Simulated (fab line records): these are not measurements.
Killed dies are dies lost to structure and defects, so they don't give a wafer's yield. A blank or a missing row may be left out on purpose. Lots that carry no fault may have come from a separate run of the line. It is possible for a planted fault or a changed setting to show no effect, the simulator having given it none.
fab line records | flow n5Finfet
record lots=9 wafers=27 lastDay=17
route steps=1938 shown BEOL_M0@720 BEOL_M1@766 BEOL_M4@1111 PASSIVATION@1936
lots with no fault: from the same line, run without faults
startH: start of the lot's first displayed wafer, in hours after the record's first day | waitH: how many hours have passed since the lot's step before this one | " unchanged from the row above | L1.1+2: one row covering several wafers at once | - no value, or no start given | * or withheld: withheld | < > ~ a bound
route shown NAME@n: NAME is a module with steps in the file, n the number in the route of the first one | usual: average and standard deviation across the fault-free wafers | same: alike in all rows | chamber/n: place in a boat | sites: readings site by site | _std_site: their standard deviation | _edge_site: inner sites' mean taken away from outer sites' mean | radiusMm: how far each site lies from the wafer's centre | mask NAME#n: copy n | behind: tool/chamber where the wafer was last shaped | hold: what put the lot on hold/how long, in hours/how the hold closed | device: whichever transistor did not switch (one of n, p or np) | end of line: tests of these same wafers at the route's end | a step given without rows: its recipe and nothing more | killed: not the wafer's yield, but the dies lost to structure and defects at the first sort | map: dies across one wafer; x = killed, . = not, _ = none there
set.NAME: the setting that was run; set.NAME@STEP: the one run at that earlier step | model.NAME: the simulator's own value behind a step, which no gauge read
a sample of lots followed through the steps of the route, with each step as a table and each wafer as a row
services: when a tool's chamber went out of use (startH, in hours from the record's first day, below 0 if earlier), for how many hours, and the reason
## steps
# step N5_BEOL_M0_ETCH_128
# recipe chemistry=CF4/N2 targetDepthA=120 overetchA=51 target=SiCN timeS=21.4 ionEnergyEv=150 pressureMtorr=40 sourceW=430 biasW=70 Ar_flow_sccm=100 cf4FlowSccm=60 n2FlowSccm=60
# usual cf4FlowSccm=60.02/0.18 drypumpMotorCurrentA=5.5/0.49 oesProductAu=0.55/0.054 rfVppV=382.4/1.9 showerheadPlenumPTorr=2.21/0.074 throttleValvePct=15.44/0.25
# columns lot.wafer tool chamber startH waitH cf4FlowSccm drypumpMotorCurrentA oesProductAu rfHoursCounterH rfVppV showerheadPlenumPTorr throttleValvePct
L311.1 rieDiel-06 2 140.25 0.1 59.83 5.2 0.55 97 381.7 2.14 15.45
L311.2 " 0 " " 59.87 5.0 0.51 179 384.9 2.28 15.64
L311.5 " 3 " " 59.92 4.9 0.58 - 380.2 2.14 15.03
L314.1 rieDiel-06 2 163.34 0.0 59.97 5.2 0.54 105 381.7 2.13 15.48
L314.3 " 0 " " 60.23 5.0 0.51 187 384.2 2.28 15.68
L314.6 " 3 " " 59.68 4.9 0.58 - 381.5 2.14 15.04
L316.2 rieDiel-03 0 177.93 0.0 59.94 6.3 0.48 224 383.5 2.27 15.69
L316.5 " 0 " " 60.19 6.3 0.49 - 384.0 2.27 15.69
L316.6 " 3 " " 60.43 5.8 0.64 - 383.6 2.25 15.31
L318.2 rieDiel-01 1 194.11 0.0 60.28 5.8 0.64 12 381.4 2.17 15.20
L318.4 " 0 " " 60.03 5.6 0.50 216 382.4 2.17 15.66
L318.6 " 2 " " 59.82 5.2 0.53 - 385.4 2.31 15.74
L319.1 rieDiel-03 1 198.46 0.8 59.76 4.8 0.54 107 380.5 2.14 15.09
L319.3 " 2 " " 59.95 5.8 0.48 217 379.3 2.10 15.68
L319.5 " 2 " " 60.04 5.8 0.48 - 380.4 2.10 15.67
L323.3 rieDiel-06 0 222.75 0.0 60.17 5.1 0.49 200 383.5 2.28 15.70
L323.4 " 3 " " 60.07 4.9 0.54 94 379.8 2.13 15.07
L323.6 " 2 " " 59.95 5.2 0.53 - 380.0 2.13 15.52
L326.2 rieDiel-03 1 239.27 0.0 60.40 4.8 0.54 115 380.7 2.13 15.11
L326.3 " 0 " " 59.75 6.2 0.46 238 383.8 2.27 15.72
L326.4 " 3 " " 60.23 5.8 0.60 37 383.0 2.24 15.36
L327.1 rieDiel-01 2 242.51 0.0 59.72 5.1 0.52 135 383.6 2.31 15.77
L327.4 " 3 " " 60.07 6.5 0.57 74 383.3 2.32 15.16
L327.5 " 0 " " 59.87 5.7 0.50 - 381.4 2.17 15.70
L329.1 rieDiel-01 2 254.66 0.2 60.12 5.1 0.53 138 384.7 2.31 15.78
L329.3 " 3 " " 59.83 6.5 0.55 77 384.3 2.32 15.17
L329.5 " 0 " " 59.74 5.6 0.49 - 381.5 2.17 15.71
# step N5_BEOL_M0_OCD_MEAS_108
# usual trenchDepthNm=32.8/0.59
# columns lot.wafer tool chamber startH waitH trenchDepthNm
L311.1 ocd-02 - 140.40 0.1 33.2
L311.2 " - " " 32.5
L311.5 " - " " 32.9
L314.1 ocd-02 - 163.48 0.1 33.6
L314.3 " - " " 32.4
L314.6 " - " " 32.2
L316.2 ocd-02 - 178.07 0.1 33.4
L316.5 " - " " 32.8
L316.6 " - " " 33.0
L318.2 ocd-01 - 194.25 0.1 32.8
L318.4 " - " " 32.0
L318.6 " - " " 31.9
L319.1 ocd-01 - 198.60 0.1 32.1
L319.3 " - " " 32.1
L319.5 " - " " 32.0
L323.3 ocd-02 - 222.89 0.1 32.6
L323.4 " - " " 32.2
L323.6 " - " " 33.3
L326.2 ocd-02 - 239.42 0.1 32.2
L326.3 " - " " 33.4
L326.4 " - " " 32.8
L327.1 ocd-02 - 242.66 0.1 31.8
L327.4 " - " " 33.1
L327.5 " - " " 33.1
L329.1 ocd-01 - 254.82 0.1 31.6
L329.3 " - " " 33.4
L329.5 " - " " 32.5
# step N5_BEOL_M0_SPUTTER_132
# recipe material=Cu targetThkA=40 tempC=-20 chamberPressurePa=0.07 powerW=withheld timeS=7.37
# usual throttleValvePct=30.5/0.86
# columns lot.wafer tool chamber startH waitH throttleValvePct
L311.1 pvdSputter-02 - 142.71 0.0 31.5
L311.2 " - " " 29.1
L311.5 " - " " 29.7
L314.1 pvdSputter-01 - 165.08 0.0 30.1
L314.3 " - " " 30.3
L314.6 " - " " 31.2
L316.2 pvdSputter-01 - 179.61 0.0 30.0
L316.5 " - " " 32.2
L316.6 " - " " 30.1
L318.2 pvdSputter-01 - 197.53 0.0 30.1
L318.4 " - " " 31.9
L318.6 " - " " 30.3
L319.1 pvdSputter-01 - 202.03 0.0 30.5
L319.3 " - " " 31.3
L319.5 " - " " 30.5
L323.3 pvdSputter-01 - 224.77 0.0 32.1
L323.4 " - " " 30.4
L323.6 " - " " 31.3
L326.2 pvdSputter-01 - 240.78 0.0 32.0
L326.3 " - " " 30.4
L326.4 " - " " 30.1
L327.1 pvdSputter-02 - 244.24 0.0 30.6
L327.4 " - " " 29.3
L327.5 " - " " 30.7
L329.1 pvdSputter-02 - 256.33 0.0 31.7
L329.3 " - " " 30.6
L329.5 " - " " 30.0
# step N5_BEOL_M0_CMP_120
# recipe stopOn=SiOC tOverpolishS=6.9 downForcePsi=1 platenRpm=50 clearingPlatenDownForcePsi=1.5 clearingPlatenRpm=50 postCmpClean=cuAlkaline clearingPlatenPadVelocityMS=0.99484 padVelocityMS=0.99484
# usual barrierFieldEndpointS=3.66/0.12 motorCurrentA=6.1/0.68 overpolishRunS=6.898/0.0092 timeToEndpointS=63/3.5
# columns lot.wafer tool chamber startH waitH barrierFieldEndpointS motorCurrentA overpolishRunS timeToEndpointS
L311.1 cmp-03 0 143.70 0.3 3.78 6.2 6.902 69
L311.2 " 1 " " 3.75 5.5 6.911 61
L311.5 " 2 " " 3.51 6.4 6.907 59
L314.3 cmp-03 3 166.09 0.2 3.60 6.1 6.907 60
L314.1 " 0 " " 3.68 6.0 6.884 66
L314.6 " 0 " " 3.68 6.0 6.904 66
L316.2 cmp-03 3 180.41 0.3 3.48 5.6 6.905 55
L316.5 " 1 " " 3.62 5.6 6.886 57
L316.6 " 2 " " 3.67 6.4 6.888 58
L318.2 cmp-03 3 198.43 0.2 3.47 5.7 6.894 58
L318.4 " 0 " " 3.70 6.1 6.896 69
L318.6 " 0 " " 3.69 6.2 6.889 69
L319.3 cmp-03 1 202.84 0.2 3.25 5.4 6.894 55
L319.1 " 2 " " 3.60 6.4 6.904 60
L319.5 " 0 " " 3.61 6.2 6.887 64
L323.4 cmp-01 3 226.44 0.2 3.56 7.2 6.887 65
L323.3 " 0 " " 3.55 5.9 6.896 63
L323.6 " 1 " " 3.65 5.0 6.892 60
L326.2 cmp-04 3 241.56 0.2 3.74 7.1 6.906 66
L326.4 " 0 " " 3.71 5.0 6.874 65
L326.3 " 2 " " 3.50 5.7 6.898 61
L327.4 cmp-04 3 245.36 0.2 3.74 7.1 6.900 63
L327.1 " 1 " " 3.56 6.4 6.901 62
L327.5 " 3 " " 3.58 6.8 6.907 65
L329.3 cmp-04 0 257.11 0.2 3.84 5.0 6.897 66
L329.1 " 1 " " 4.12 6.2 6.901 64
L329.5 " 1 " " 3.76 6.3 6.889 61
# step N5_BEOL_M0_INSPECT_127
# recipe inspectInstrument=darkfield mode=postDep
# usual rawDefectCount=69/22
# columns lot.wafer tool chamber startH waitH rawDefectCount
L311.1 defectInspect-02 - 144.20 0.0 78
L311.2 " - " " 84
L311.5 " - " " 109
L314.1 defectInspect-01 - 166.70 0.0 69
L314.3 " - " " 29
L314.6 " - " " 43
L316.2 defectInspect-02 - 180.92 0.0 372
L316.5 " - " " 399
L316.6 " - " " 395
L318.2 defectInspect-02 - 199.03 0.0 402
L318.4 " - " " 425
L318.6 " - " " 422
L319.1 defectInspect-02 - 203.35 0.0 395
L319.3 " - " " 372
L319.5 " - " " 403
L323.3 defectInspect-02 - 226.98 0.0 50
L323.4 " - " " 52
L323.6 " - " " 51
L326.2 defectInspect-02 - 242.14 0.0 82
L326.3 " - " " 75
L326.4 " - " " 82
L327.1 defectInspect-02 - 245.96 0.0 40
L327.4 " - " " 86
L327.5 " - " " 67
L329.1 defectInspect-02 - 257.69 0.0 90
L329.3 " - " " 84
L329.5 " - " " 90
# step N5_BEOL_M1_INSPECT_13
# recipe mode=adi inspectInstrument=brightfield
# usual rawDefectCount=408/84
# columns lot.wafer tool chamber startH waitH rawDefectCount
L311.1 defectInspect-02 - 145.88 0.1 490
L311.2 " - " " 494
L311.5 " - " " 553
L314.1 defectInspect-01 - 168.18 0.1 362
L314.3 " - " " 371
L314.6 " - " " 252
L316.2 defectInspect-01 - 182.24 0.0 695
L316.5 " - " " 864
L316.6 " - " " 817
L318.2 defectInspect-02 - 199.83 0.0 772
L318.4 " - " " 783
L318.6 " - " " 802
L319.1 defectInspect-02 - 204.53 0.1 674
L319.3 " - " " 753
L319.5 " - " " 781
L323.3 defectInspect-01 - 227.94 0.0 395
L323.4 " - " " 423
L323.6 " - " " 408
L326.2 defectInspect-02 - 243.51 0.0 502
L326.3 " - " " 434
L326.4 " - " " 497
L327.1 defectInspect-02 - 247.33 0.1 564
L327.4 " - " " 527
L327.5 " - " " 398
L329.1 defectInspect-01 - 260.15 0.1 520
L329.3 " - " " 403
L329.5 " - " " 463
# step N5_BEOL_M1_INSPECT_30
# recipe mode=adi inspectInstrument=brightfield
# usual rawDefectCount=412/82
# columns lot.wafer tool chamber startH waitH rawDefectCount
L311.1 defectInspect-02 - 146.75 0.1 478
L311.2 " - " " 481
L311.5 " - " " 509
L314.1 defectInspect-02 - 169.05 0.1 390
L314.3 " - " " 371
L314.6 " - " " 258
L316.2 defectInspect-02 - 183.26 0.0 742
L316.5 " - " " 881
L316.6 " - " " 853
L318.2 defectInspect-01 - 200.70 0.0 771
L318.4 " - " " 775
L318.6 " - " " 793
L319.1 defectInspect-01 - 205.40 0.1 665
L319.3 " - " " 761
L319.5 " - " " 778
L323.3 defectInspect-01 - 228.91 0.0 408
L323.4 " - " " 401
L323.6 " - " " 413
L326.2 defectInspect-01 - 244.55 0.0 470
L326.3 " - " " 434
L326.4 " - " " 503
L327.1 defectInspect-02 - 248.49 0.1 541
L327.4 " - " " 506
L327.5 " - " " 414
L329.1 defectInspect-02 - 261.16 0.1 543
L329.3 " - " " 393
L329.5 " - " " 514
# step N5_BEOL_M4_RC_MEAS_101
# usual DIBL_N=36.3/1.7 DIBL_P=36.5/1.8 IOFF_N=0.16/0.033 IOFF_P=0.21/0.037 ION_N=675/11 ION_P=462/7.9 SS_N=71.6/0.64 SS_P=73.3/0.68 VT_N=249/3.3 VT_P=-250/3.3
# columns lot.wafer tool chamber startH waitH DIBL_N[mV/V] DIBL_P[mV/V] IOFF_N[nA/um] IOFF_P[nA/um] ION_N[uA/um] ION_P[uA/um] SS_N[mV/dec] SS_P[mV/dec] VT_N[mV] VT_P[mV]
L311.1 prober-02 0 182.85 0.0 37.3 37.5 0.18 0.23 680 470 71.2 72.8 247 -250
L311.2 " 0 " " 33.8 33.5 0.12 0.17 677 471 70.7 71.7 255 -253
L311.5 " 0 " " 35.5 36.1 0.15 0.21 683 476 72.1 72.8 250 -250
L314.1 prober-02 0 207.58 0.0 37.4 38.4 0.18 0.24 660 460 72.2 73.5 251 -247
L314.3 " 0 " " 35.1 34.8 0.14 0.18 658 445 71.9 72.8 254 -251
L314.6 " 0 " " 32.3 33.3 0.11 0.16 657 457 70.5 72.1 255 -254
L316.2 prober-01 0 223.35 0.2 34.9 35.2 0.15 0.22 679 467 71.0 73.7 249 -250
L316.5 " 0 " " 35.6 36.8 0.16 0.23 675 467 71.6 74.1 249 -248
L316.6 " 0 " " 33.3 33.1 0.12 0.19 690 479 70.1 72.8 254 -249
L318.2 prober-02 0 231.18 0.2 37.2 37.8 0.19 0.25 685 472 72.0 72.9 246 -244
L318.4 " 0 " " 37.7 39.0 0.19 0.27 675 466 72.6 73.8 246 -247
L318.6 " 0 " " 35.5 36.4 0.16 0.23 683 475 71.1 73.1 249 -248
L319.1 prober-02 0 250.98 0.0 38.8 39.3 0.21 0.25 672 458 71.6 74.9 245 -249
L319.3 " 0 " " 36.4 34.7 0.15 0.17 665 448 71.3 72.5 253 -253
L319.5 " 0 " " 38.9 38.0 0.21 0.22 676 453 72.8 74.5 248 -250
L323.3 prober-02 0 264.16 0.3 37.3 35.4 0.16 0.22 675 466 71.4 72.8 247 -246
L323.4 " 0 " " 35.6 34.2 0.15 0.22 703 481 71.4 72.5 246 -244
L323.6 " 0 " " 35.4 34.3 0.14 0.21 677 469 71.2 72.8 249 -245
L326.2 prober-02 0 288.09 0.2 33.4 33.1 0.13 0.17 682 465 71.4 72.7 251 -254
L326.3 " 0 " " 35.3 34.8 0.16 0.19 677 462 71.3 73.6 247 -251
L326.4 " 0 " " 34.3 33.9 0.14 0.18 672 459 71.9 73.2 250 -252
L327.1 prober-02 0 291.64 0.0 40.0 40.9 0.28 0.27 717 475 72.9 74.6 241 -250
L327.4 " 0 " " 38.2 38.7 0.23 0.24 695 461 73.1 74.5 242 -249
L327.5 " 0 " " 37.6 37.9 0.21 0.22 687 459 71.7 73.4 245 -251
L329.1 prober-01 0 298.10 0.0 33.2 33.6 0.12 0.16 669 452 71.2 72.4 252 -256
L329.3 " 0 " " 36.3 37.7 0.18 0.21 678 461 71.9 74.4 248 -250
L329.5 " 0 " " 36.8 38.6 0.19 0.22 677 458 72.1 74.3 246 -253
# step N5_PASSIVATION_PROBE_49
# usual defectLimitedYield=91.3/1.5 killed_at_M0_to_M3=34/9.4 killed_at_M4_up=13/5.3 killedAtContacts=13/5.7 killedAtFrontEnd=40/10 killedAtOther=3.7/2.8 killedDies=103/17 killedOnRim=13/4.2 killedOpen=67/13 killedShort=35/8.5 sort_bin_4_leakage=0.00/0.016 sort_bin_5_function=5.0/0.98 sort_bin_6_memory=3.3/0.7 sortNPass=1077/17 sortYieldPct=91.3/1.5
# same grossDies=1180 killedAtBackSide=0 sort_bin_8_speed[%]=0
# columns lot.wafer tool chamber startH waitH defectLimitedYield[%] killed_at_M0_to_M3 killed_at_M4_up killedAtContacts killedAtFrontEnd killedAtOther killedDies killedOnRim killedOpen killedShort sort_bin_4_leakage[%] sort_bin_5_function[%] sort_bin_6_memory[%] sortNPass sortYieldPct[%]
L316.2 prober-02 - 326.72 0.2 67.8 310 16 11 38 5 380 44 67 32 0 18.8 11.6 800 67.8
L316.5 prober-02 - 326.87 0.3 66.9 339 8 6 33 4 390 44 71 24 0 19.7 11.4 790 66.9
L316.6 prober-02 - 326.92 0.4 69.2 298 6 21 33 5 363 45 59 30 0 18.4 10.3 817 69.2
L319.1 prober-01 - 355.52 0.0 66.7 314 16 11 47 5 393 47 68 34 0 18.6 12.4 787 66.7
L319.3 prober-01 - 355.62 0.1 68.9 292 6 14 52 3 367 48 59 39 0 18.6 11.3 813 68.9
L319.5 prober-01 - 355.72 0.2 68.1 318 6 13 34 5 376 51 60 21 0 19.1 11.3 804 68.1
L323.3 prober-02 - 365.44 0.1 91.2 42 21 1 35 5 104 14 82 22 0 4.9 3.9 1076 91.2
L323.4 prober-02 - 365.49 0.2 92.2 26 14 17 34 1 92 11 62 30 0 4.4 3.0 1088 92.2
L323.6 prober-02 - 365.59 0.3 93.9 39 5 5 19 4 72 6 54 17 0 3.8 1.9 1108 93.9
L326.2 prober-01 - 386.92 0.1 93.1 17 16 15 34 0 82 12 51 31 0 4.2 2.8 1098 93.1
L326.3 prober-01 - 386.97 0.1 93.0 26 10 16 31 0 83 7 46 37 0 4.5 2.4 1097 93.0
L326.4 prober-01 - 387.02 0.2 94.2 13 8 7 38 2 68 8 48 18 0 3.6 2.0 1112 94.2
# killed by level:class
L316.2 BEOL_M0:unspecified=281 BEOL_M2:geometricParticle:open=11 FIN_SAQP:geometricParticle:open=8 MOL_CONTACT_COAG:geometricParticle:open=8 FIN_SAQP:geometricParticle:short=6 GATE_CUT:geometricParticle:short=6 STI_FIN_REVEAL:geometricParticle:open=6 BEOL_M1:geometricParticle:open=5
L316.5 BEOL_M0:unspecified=295 DUMMY_GATE:geometricParticle:open=11 BEOL_M3:geometricParticle:open=11 BEOL_M2:geometricParticle:open=8 STI_FIN_REVEAL:geometricParticle:open=7 BEOL_M1:geometricParticle:open=7 MOL_CONTACT_COAG:geometricParticle:open=6 BEOL_M0_SAQP:geometricParticle:open=5
L316.6 BEOL_M0:unspecified=273 MOL_CONTACT_COAG:geometricParticle:open=18 BEOL_M1:geometricParticle:open=7 FIN_SAQP:geometricParticle:short=6 STI_FIN_REVEAL:geometricParticle:open=6 GATE_CUT:geometricParticle:short=6 BEOL_M2:geometricParticle:open=5 BEOL_M3:geometricParticle:open=5
L319.1 BEOL_M0:unspecified=290 MOL_CONTACT_COAG:geometricParticle:open=10 BEOL_M2:geometricParticle:open=9 STI_FIN_REVEAL:geometricParticle:open=7 GATE_CUT:geometricParticle:short=6 GATE_CUT:geometricParticle:open=6 FIN_SAQP:geometricParticle:open=5 BEOL_M4:geometricParticle:open=5
L319.3 BEOL_M0:unspecified=269 FIN_SAQP:geometricParticle:open=11 BEOL_M2:geometricParticle:open=10 MOL_CONTACT_COAG:geometricParticle:open=9 FIN_SAQP:geometricParticle:short=6 STI_FIN_REVEAL:geometricParticle:short=6 STI_FIN_REVEAL:geometricParticle:open=6 MOL_CONTACT_COAG:geometricParticle:short=5
L319.5 BEOL_M0:unspecified=294 MOL_CONTACT_COAG:geometricParticle:open=12 BEOL_M2:geometricParticle:open=12 STARTING-WAFER:geometricParticle:open=7 GATE_CUT:geometricParticle:short=6 FIN_SAQP:geometricParticle:open=5 BEOL_M0_SAQP:geometricParticle:open=4 FIN_SAQP:geometricParticle:short=3
L323.3 BEOL_M3:geometricParticle:open=17 BEOL_M4:geometricParticle:open=14 STI_FIN_REVEAL:geometricParticle:open=12 BEOL_M2:geometricParticle:open=6 FIN_SAQP:geometricParticle:open=5 DUMMY_GATE:geometricParticle:open=5 BEOL_M0_SAQP:geometricParticle:short=5 BEOL_M1:geometricParticle:open=5
L323.4 MOL_CONTACT_COAG:geometricParticle:open=12 BEOL_M3:geometricParticle:open=9 STI_FIN_REVEAL:geometricParticle:open=7 BEOL_M0_SAQP:geometricParticle:short=7 GATE_CUT:geometricParticle:short=6 BEOL_M4:geometricParticle:open=6 FIN_SAQP:geometricParticle:open=5 MOL_CONTACT_COAG:geometricParticle:short=5
L323.6 BEOL_M3:geometricParticle:open=12 BEOL_M2:geometricParticle:open=7 MOL_CONTACT_COAG:geometricParticle:open=5 STI_FIN_REVEAL:geometricParticle:open=4 BEOL_M0_SAQP:geometricParticle:open=4 BEOL_M0:geometricParticle:open=4 BEOL_M1:geometricParticle:open=4 GATE_CUT:geometricParticle:short=3
L326.2 MOL_CONTACT_COAG:geometricParticle:open=11 FIN_SAQP:geometricParticle:open=10 BEOL_M4:geometricParticle:open=8 BEOL_M3:geometricParticle:open=7 BEOL_M3:geometricParticle:short=5 GATE_CUT:geometricParticle:short=4 MOL_CONTACT_COAG:geometricParticle:short=4 BEOL_M4:geometricParticle:short=4
L326.3 MOL_CONTACT_COAG:geometricParticle:open=9 BEOL_M0_SAQP:geometricParticle:short=9 MOL_CONTACT_COAG:geometricParticle:short=7 STARTING-WAFER:geometricParticle:short=7 BEOL_M0_SAQP:geometricParticle:open=6 BEOL_M1:geometricParticle:open=6 DUMMY_GATE:geometricParticle:open=5 FIN_SAQP:geometricParticle:short=4
L326.4 FIN_SAQP:geometricParticle:open=8 MOL_CONTACT_COAG:geometricParticle:open=7 FIN_SAQP:geometricParticle:short=6 GATE_CUT:geometricParticle:open=6 BEOL_M2:geometricParticle:open=6 BEOL_M4:geometricParticle:open=5 GATE_CUT:geometricParticle:short=4 STI_FIN_REVEAL:geometricParticle:open=3
## services
# columns tool chamber startH hours kind
cmp-01 - 121.79 5.5 pm
pvdSputter-02 - 124.42 3.5 repair
cmp-04 - 131.04 0.9 repair
rieDiel-03 2 140.46 3.9 repair
rieDiel-01 1 146.78 - clean
rieDiel-01 1 146.78 - consumableReplace:focusRing
rieDiel-01 1 146.78 13.0 scheduledDown
rieDiel-01 1 146.78 13.0 ventCycle
cmp-03 - 185.30 6.0 repair
rieDiel-03 0 187.82 10.9 repair
rieDiel-06 0 188.36 17.2 repair
cmp-01 - 193.40 0.3 repair
rieDiel-03 1 213.27 14.2 repair
rieDiel-03 0 218.88 6.2 repair
cmp-01 - 221.20 4.0 pm
cmp-01 - 225.20 - consumableReplace:conditioner
cmp-01 - 225.20 - consumableReplace:pad
cmp-04 - 239.30 0.7 repair
cmp-01 - 247.09 14.3 pm
rieDiel-06 1 254.91 6.7 repair
## key
firstSign step=N5_BEOL_M0_INSPECT_127 reading=rawDefectCount direction=up sigmas=15 usual=69 struck=398
effect step=N5_BEOL_M1_INSPECT_13 reading=rawDefectCount direction=up sigmas=4.3 usual=408 struck=771
effect step=N5_BEOL_M1_INSPECT_30 reading=rawDefectCount direction=up sigmas=4.5 usual=412 struck=780
effect step=N5_PASSIVATION_PROBE_49 reading=killed_at_M0_to_M3 direction=up sigmas=30 usual=34 struck=312
moreKillsBornAt N5_BEOL_M0_CMP_120@cmp-03=1702
metAt N5_BEOL_M0_CMP_120
struckLots L316,L318,L319
rowsEnd L318.2,L318.4,L318.6
notActingAt N5_BEOL_M0_ETCH_128,N5_BEOL_M0_OCD_MEAS_108,N5_BEOL_M0_SPUTTER_132
onsetBetween 166.09 180.41
fault kind=chamberParticleSource tool=cmp-03 chamber=- onsetH=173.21 steps=N5_BEOL_M0_CMP_120 ratePerVisitCm2=0.52714
# rowsEnd: these wafers met a further fault down the route, and their rows from its step on are left out
